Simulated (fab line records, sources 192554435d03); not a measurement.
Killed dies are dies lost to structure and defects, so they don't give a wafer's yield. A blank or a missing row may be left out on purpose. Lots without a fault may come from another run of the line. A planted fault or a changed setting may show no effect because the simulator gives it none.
Which tool did it? | flow n5_finfet | 9 lots, 26 wafers sampled, at 5 steps of a route of 1938

WHAT THE GAUGES READ, wafer by wafer
N5_BEOL_M4_RC_MEAS_101. Usual: DIBL_N 36.9 mV/V, standard deviation 1.7; DIBL_P 37.3 mV/V, standard deviation 2.3; IOFF_N 0.16 nA/um, standard deviation 0.033; IOFF_P 0.22 nA/um, standard deviation 0.04; ION_N 673 uA/um, standard deviation 12; ION_P 463 uA/um, standard deviation 8; SS_N 71.6 mV/dec, standard deviation 0.58; SS_P 73.4 mV/dec, standard deviation 0.74; VT_N 250 mV, standard deviation 3.2; VT_P -250 mV, standard deviation 3.4.
lot  | measured     | on        | DIBL_N (mV/V)  | DIBL_P (mV/V)  | IOFF_N (nA/um) | IOFF_P (nA/um) | ION_N (uA/um) | ION_P (uA/um) | SS_N (mV/dec)  | SS_P (mV/dec)  | VT_N (mV)   | VT_P (mV)      | flag
L785 | day 8 13:19  | prober-02 | 35.8 36.7 36.7 | 38.3 38.5 39.2 | 0.15 0.16 0.16 | 0.19 0.20 0.21 | 669 675 667   | 455 463 458   | 71.9 71.5 71.4 | 74.0 73.6 74.5 | 251 249 250 | -256 -255 -254 |
L790 | day 9 13:07  | prober-02 | 36.4 37.5 35.8 | 38.5 39.4 37.3 | 0.17 0.19 0.16 | 0.25 0.26 0.23 | 664 675 666   | 460 465 461   | 72.0 71.8 71.3 | 73.9 73.2 73.3 | 248 248 248 | -251 -251 -249 |
L791 | day 10 02:21 | prober-01 | 40.5 37.7 36.3 | 41.6 37.0 35.5 | 0.24 0.17 0.14 | 0.30 0.21 0.19 | 687 668 661   | 473 462 454   | 72.5 71.4 71.3 | 74.3 73.4 72.9 | 245 249 251 | -245 -250 -251 |
L792 | day 10 01:18 | prober-02 | 36.2 35.7 37.7 | 35.5 36.2 37.3 | 0.13 0.13 0.16 | 0.18 0.18 0.21 | 659 655 664   | 453 452 457   | 72.0 71.5 72.6 | 73.3 72.9 72.8 | 256 255 252 | -252 -252 -250 |
L796 | day 11 16:25 | prober-01 | 36.9 37.1 37.4 | 36.1 36.9 37.8 | 0.15 0.15 0.17 | 0.25 0.26 0.28 | 664 666 686   | 464 464 474   | 70.8 71.7 71.7 | 72.6 73.8 72.7 | 251 252 249 | -243 -248 -243 |
L797 | day 11 14:33 | prober-01 | 38.1 38.3 38.3 | 38.6 38.1 37.8 | 0.20 0.19 0.18 | 0.26 0.25 0.24 | 680 689 686   | 467 469 465   | 71.4 71.6 72.5 | 74.6 73.7 73.2 | 246 245 245 | -248 -248 -248 |
L800 | day 12 03:09 | prober-02 | 36.6 34.0 36.0 | 36.8 33.8 36.7 | 0.16 0.12 0.16 | 0.22 0.17 0.21 | 674 660 693   | 465 457 469   | 72.5 71.4 71.6 | 73.8 72.9 73.8 | 251 254 249 | -250 -254 -249 |
L801 | day 12 09:53 | prober-01 | 37.3 36.8 36.2 | 38.6 38.4 38.2 | 0.19 0.18 0.16 | 0.23 0.25 0.23 | 678 676 669   | 463 463 460   | 72.3 71.2 71.0 | 73.4 73.5 73.0 | 248 249 252 | -248 -247 -247 |
L802 | day 12 07:57 | prober-01 | 36.9 35.7      | 35.1 34.5      | 0.13 0.13      | 0.20 0.19      | 654 661       | 456 453       | 71.3 71.7      | 73.8 73.3      | 256 252     | -252 -251      |

WHICH TOOL RAN EACH LOT (tool, then ch and the chambers of the sampled wafers, then the start)
lot  | N5_HKMG_FIN_PWFM_ALD_03            | N5_HKMG_FIN_ETCH_31               | N5_HKMG_FIN_ETCH_32               | N5_HKMG_FIN_STRIP_19
L785 | ald_metal-02 ch 2,3, day 4 11:31   | rie_diel-01 ch 2,3, day 4 12:31   | rie_diel-01 ch 2,3, day 4 12:35   | plasma_asher-01 ch 0,1, day 4 13:05
L790 | ald_metal-01 ch 2,3, day 5 13:27   | rie_diel-06 ch 1,2,3, day 5 14:53 | rie_diel-06 ch 1,2,3, day 5 15:00 | plasma_asher-02 ch 0,1, day 5 15:32
L791 | ald_metal-03 ch 0,2,3, day 5 22:59 | rie_diel-02 ch 0,1,2, day 5 23:56 | rie_diel-02 ch 0,1,2, day 6 00:00 | plasma_asher-01 ch 0,1, day 6 00:30
L792 | ald_metal-01 ch 0,1,3, day 6 01:46 | rie_diel-01 ch 2,3, day 6 02:44   | rie_diel-01 ch 2,3, day 6 02:47   | plasma_asher-02 ch 0,1, day 6 03:25
L796 | ald_metal-02 ch 0,1,2, day 7 07:26 | rie_diel-06 ch 0,2,3, day 7 08:23 | rie_diel-06 ch 0,2,3, day 7 08:27 | plasma_asher-02 ch 0, day 7 08:57
L797 | ald_metal-02 ch 1,2, day 7 08:48   | rie_diel-02 ch 1,2, day 7 10:03   | rie_diel-02 ch 1,2, day 7 10:07   | plasma_asher-02 ch 0,1, day 7 10:37
L800 | ald_metal-03 ch 1,2, day 8 01:55   | rie_diel-06 ch 1,2,3, day 8 02:44 | rie_diel-06 ch 1,2,3, day 8 02:48 | plasma_asher-01 ch 0,1, day 8 03:18
L801 | ald_metal-02 ch 1,3, day 8 08:22   | rie_diel-06 ch 0,2,3, day 8 09:13 | rie_diel-06 ch 0,2,3, day 8 09:16 | plasma_asher-02 ch 0,1, day 8 09:46
L802 | ald_metal-01 ch 2, day 8 11:43     | rie_diel-02 ch 0,1, day 8 13:02   | rie_diel-02 ch 0,1, day 8 13:05   | plasma_asher-02 ch 1, day 8 13:36
- N5_HKMG_FIN_PWFM_ALD_03: deposits TiN, target thk 2 nm, pulse time 1 s, purge time 3 s.
- N5_HKMG_FIN_ETCH_31: etches SiARC in CF4, target depth 45.5 nm, time 75.8 s.
- N5_HKMG_FIN_ETCH_32: etches SOC in N2/H2, target depth 240 nm, time 300 s.
- N5_HKMG_FIN_STRIP_19: strips in N2/H2, time 360 s.

WHAT THE TOOLS THEMSELVES READ (means of the sampled wafers that have a number; where no wafer has one, the mark that the record gives instead)
N5_HKMG_FIN_PWFM_ALD_03. Usual: heater_power_w 873 W, standard deviation 100; precursor_pulse_height_rel 0.999, standard deviation 0.019.
lot  | tool         | heater_power_w (W) | precursor_pulse_height_rel | flag
L785 | ald_metal-02 | 815                | 0.989                      |
L790 | ald_metal-01 | 844                | 0.999                      |
L791 | ald_metal-03 | 881                | 0.989                      |
L792 | ald_metal-01 | 931                | 1.004                      |
L796 | ald_metal-02 | 923                | 1.009                      |
L797 | ald_metal-02 | 893                | 0.992                      |
L800 | ald_metal-03 | 866                | 1.010                      |
L801 | ald_metal-02 | 796                | 1.001                      |
L802 | ald_metal-01 | 712                | 1.004                      |

N5_HKMG_FIN_ETCH_31. Usual: cf4_flow_sccm 100.0 sccm, standard deviation 0.34; drypump_motor_current_A 5.9 A, standard deviation 0.39; etch_rf_on_time_s 76.0 s, standard deviation 1.5; mfc_ar_sccm 100.04 sccm, standard deviation 0.27; oes_product_au 0.70 a.u., standard deviation 0.087; rf_vpp_V 184.3 V, standard deviation 0.97; showerhead_plenum_p_Torr 2.15 Torr, standard deviation 0.054; throttle_valve_pct 15.63 %, standard deviation 0.29.
lot  | tool        | cf4_flow_sccm (sccm) | drypump_motor_current_A (A) | etch_rf_on_time_s (s) | mfc_ar_sccm (sccm) | oes_product_au (a.u.) | rf_vpp_V (V) | showerhead_plenum_p_Torr (Torr) | throttle_valve_pct (%) | flag
L785 | rie_diel-01 | 100.2                | 5.7                         | 76.8                  | 100.09             | 0.61                  | 183.9        | 2.14                            | 15.83                  |
L790 | rie_diel-06 | 100.1                | 5.9                         | 76.9                  | 100.15             | 0.66                  | 184.6        | 2.14                            | 15.80                  |
L791 | rie_diel-02 | 100.0                | 5.9                         | 76.4                  | 100.14             | 0.72                  | 183.9        | 2.19                            | 15.48                  |
L792 | rie_diel-01 | 99.9                 | 5.7                         | 74.5                  | 100.26             | 0.69                  | 185.1        | 2.23                            | 15.69                  |
L796 | rie_diel-06 | 100.2                | 5.8                         | 74.6                  | 100.22             | 0.72                  | 184.7        | 2.11                            | 15.65                  |
L797 | rie_diel-02 | 100.2                | 5.9                         | 76.3                  | 100.53             | 0.72                  | 184.6        | 2.18                            | 15.43                  |
L800 | rie_diel-06 | 100.0                | 5.9                         | 76.2                  | 99.86              | 0.71                  | 184.5        | 2.13                            | 15.66                  |
L801 | rie_diel-06 | 99.8                 | 5.8                         | 75.4                  | 100.31             | 0.70                  | 183.5        | 2.11                            | 15.68                  |
L802 | rie_diel-02 | 100.1                | 5.8                         | 77.5                  | 100.28             | 0.66                  | 184.9        | 2.19                            | 15.71                  |

N5_HKMG_FIN_ETCH_32. Usual: drypump_motor_current_A 5.9 A, standard deviation 0.39; h2_flow_sccm 200.0 sccm, standard deviation 0.62; n2_flow_sccm 200.0 sccm, standard deviation 0.63; oes_product_au 0.82 a.u., standard deviation 0.1; rf_vpp_V 524.4 V, standard deviation 2; showerhead_plenum_p_Torr 2.55 Torr, standard deviation 0.065; throttle_valve_pct 17.88 %, standard deviation 0.24.
lot  | tool        | drypump_motor_current_A (A) | h2_flow_sccm (sccm) | n2_flow_sccm (sccm) | oes_product_au (a.u.) | rf_vpp_V (V) | showerhead_plenum_p_Torr (Torr) | throttle_valve_pct (%) | flag
L785 | rie_diel-01 | 5.7                         | 200.2               | 200.4               | 0.71                  | 524.1        | 2.54                            | 17.97                  |
L790 | rie_diel-06 | 5.9                         | 199.5               | 199.7               | 0.77                  | 523.8        | 2.54                            | 18.06                  |
L791 | rie_diel-02 | 5.9                         | 199.8               | 200.0               | 0.84                  | 525.1        | 2.60                            | 17.61                  |
L792 | rie_diel-01 | 5.7                         | 199.9               | 200.1               | 0.79                  | 526.4        | 2.64                            | 17.84                  |
L796 | rie_diel-06 | 5.8                         | 199.7               | 200.3               | 0.84                  | 522.6        | 2.50                            | 18.00                  |
L797 | rie_diel-02 | 6.0                         | 199.9               | 199.4               | 0.84                  | 525.3        | 2.59                            | 17.55                  |
L800 | rie_diel-06 | 5.9                         | 193.0               | 199.4               | 0.83                  | 524.1        | 2.51                            | 17.75                  | OFF
L801 | rie_diel-06 | 5.8                         | 193.1               | 200.0               | 0.83                  | 522.4        | 2.47                            | 17.83                  | OFF
L802 | rie_diel-02 | 5.8                         | 200.1               | 199.2               | 0.78                  | 524.9        | 2.59                            | 17.80                  |

N5_HKMG_FIN_STRIP_19. Usual: drypump_motor_current_A 5.6 A, standard deviation 0.49; heater_power_w 492 W, standard deviation 51; n2_flow_sccm 1750 sccm, standard deviation 5.3.
lot  | tool            | drypump_motor_current_A (A) | heater_power_w (W) | n2_flow_sccm (sccm) | flag
L785 | plasma_asher-01 | 5.3                         | 477                | 1748                |
L790 | plasma_asher-02 | 5.8                         | 498                | 1751                |
L791 | plasma_asher-01 | 5.3                         | 475                | 1751                |
L792 | plasma_asher-02 | 5.6                         | 549                | 1752                |
L796 | plasma_asher-02 | 6.0                         | 460                | 1749                |
L797 | plasma_asher-02 | 5.6                         | 556                | 1751                |
L800 | plasma_asher-01 | 5.6                         | 468                | 1746                |
L801 | plasma_asher-02 | 5.6                         | 548                | 1747                |
L802 | plasma_asher-02 | 5.4                         | 582                | 1746                |

THE ANSWER, worked out from the rows above alone
Rule: a lot is off if the mean of its wafers that have a number lies more than 3 standard deviations from the usual mean. A lot without any number at a reading at which 4 lots or more have one is off too. The other lots that the step has rows for count as sound. The gauges are gone through in route order, then the tools' own readings, and for those a lot's mean is taken as printed above. The first step at which some lot is off is used, and at that step the reading that is off furthest; a lot without a number counts as furthest.
Off: L800, L801, at N5_HKMG_FIN_ETCH_32 (h2_flow_sccm).
A tool fits if, at that step or a process step before it, it ran every lot that is off, and no sound lot after the first of them. One fits: rie_diel-06 at N5_HKMG_FIN_ETCH_31 and N5_HKMG_FIN_ETCH_32. At N5_HKMG_FIN_ETCH_31 its last sound lot is L796 (day 7 08:23), its first lot that is off L800 (day 8 02:44): a fault that began between those two fits.

WHAT THE SIMULATOR HAD PUT IN
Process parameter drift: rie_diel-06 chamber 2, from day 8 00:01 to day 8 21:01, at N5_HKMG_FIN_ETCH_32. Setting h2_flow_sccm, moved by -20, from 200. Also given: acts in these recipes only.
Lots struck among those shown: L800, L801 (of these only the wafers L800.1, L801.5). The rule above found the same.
